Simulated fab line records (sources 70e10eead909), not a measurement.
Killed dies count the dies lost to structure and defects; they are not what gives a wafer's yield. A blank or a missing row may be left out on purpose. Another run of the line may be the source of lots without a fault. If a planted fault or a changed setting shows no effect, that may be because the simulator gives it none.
Matching of chambers | flow nand_harc | NHARC_A_CHANNEL_FILL_D2_ALD_25 on ald_hk-03 has 4 sister chambers
The step deposits SiOx, target thk 60 nm, pulse time 10 s, ald cycles 600. 16 wafers are shown with their chamber, then 8 later ones without.

## EACH WAFER AND ITS CHAMBER
wafer  | chamber | heater_power_w (W) | susceptor_temp_C (C) | precursor_pulse_height_rel
L077.3 | 1       | 469                | 299.64               | 0.996
L077.4 | 3       | 453                | 300.11               | 1.012
L077.6 | 1       | 468                | 299.88               | 0.996
L076.4 | 0       | 471                | 300.18               | 0.991
L076.1 | 2       | 460                | 299.91               | 1.015
L076.5 | 0       | 455                | 299.94               | 1.005
L081.2 | 2       | 469                | 300.01               | 0.998
L081.4 | 1       | 475                | 299.84               | 1.002
L081.6 | 1       | 490                | 300.04               | 0.989
L085.3 | 3       | 466                | 299.97               | 0.998
L085.1 | 2       | 459                | 299.75               | 0.976
L085.2 | 1       | 465                | 300.17               | 1.009
L089.1 | 2       | 468                | 299.74               | 0.998
L089.4 | 1       | 471                | 300.01               | 0.968
L089.6 | 0       | 463                | 300.00               | 0.976
L088.4 | 1       | 467                | 300.13               | 0.951

SIGNATURES (averages over the wafers above)
reading                    | chamber 0 | chamber 1 | chamber 2 | chamber 3 | scatter within a chamber
heater_power_w             | 463.00    | 472.14    | 464.00    | 459.50    | 7.79
susceptor_temp_C           | 300.0400  | 299.9586  | 299.8525  | 300.0400  | 0.157
precursor_pulse_height_rel | 0.99067   | 0.98729   | 0.99675   | 1.00500   | 0.0178
Rule: a wafer's distance from a chamber is the root of the sum, over the readings, of the square of ((its reading less the chamber's mean) divided by the reading's scatter). The wafer belongs to the nearest chamber; if the next one is less than 2 further off, it can't be placed. The scatter: the root of (the sum of the squares of (reading less its chamber's mean) over the shown wafers, divided by (wafers less chambers)).

## WAFERS WITH NO CHAMBER GIVEN
wafer  | heater_power_w (W) | susceptor_temp_C (C) | precursor_pulse_height_rel
L088.1 | 452                | 300.40               | 0.991
L088.5 | 477                | 299.93               | 1.022
L094.2 | 482                | 300.05               | 1.009
L094.1 | 467                | 300.07               | 0.986
L094.4 | 462                | 299.91               | 0.999
L097.2 | 477                | 300.11               | 0.999
L097.4 | 469                | 299.86               | 0.999
L097.5 | 461                | 300.08               | 0.992

## WHICH CHAMBER EACH ONE RAN IN
wafer  | from the rows above               | in truth
L088.1 | can't be placed: 3 or 0 or 2 or 1 | 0
L088.5 | can't be placed: 1 or 2 or 3 or 0 | 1
L094.2 | can't be placed: 1 or 0 or 2 or 3 | 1
L094.1 | can't be placed: 0 or 1 or 3 or 2 | 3
L094.4 | can't be placed: 2 or 3 or 0 or 1 | 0
L097.2 | can't be placed: 1 or 0 or 3 or 2 | 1
L097.4 | can't be placed: 2 or 1 or 0 or 3 | 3
L097.5 | can't be placed: 0 or 3 or 2 or 1 | 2
0 of 8 placed correctly. From these rows, 8 cannot be placed; in 8 the true chamber is one of the candidates. 0 placed wrongly.
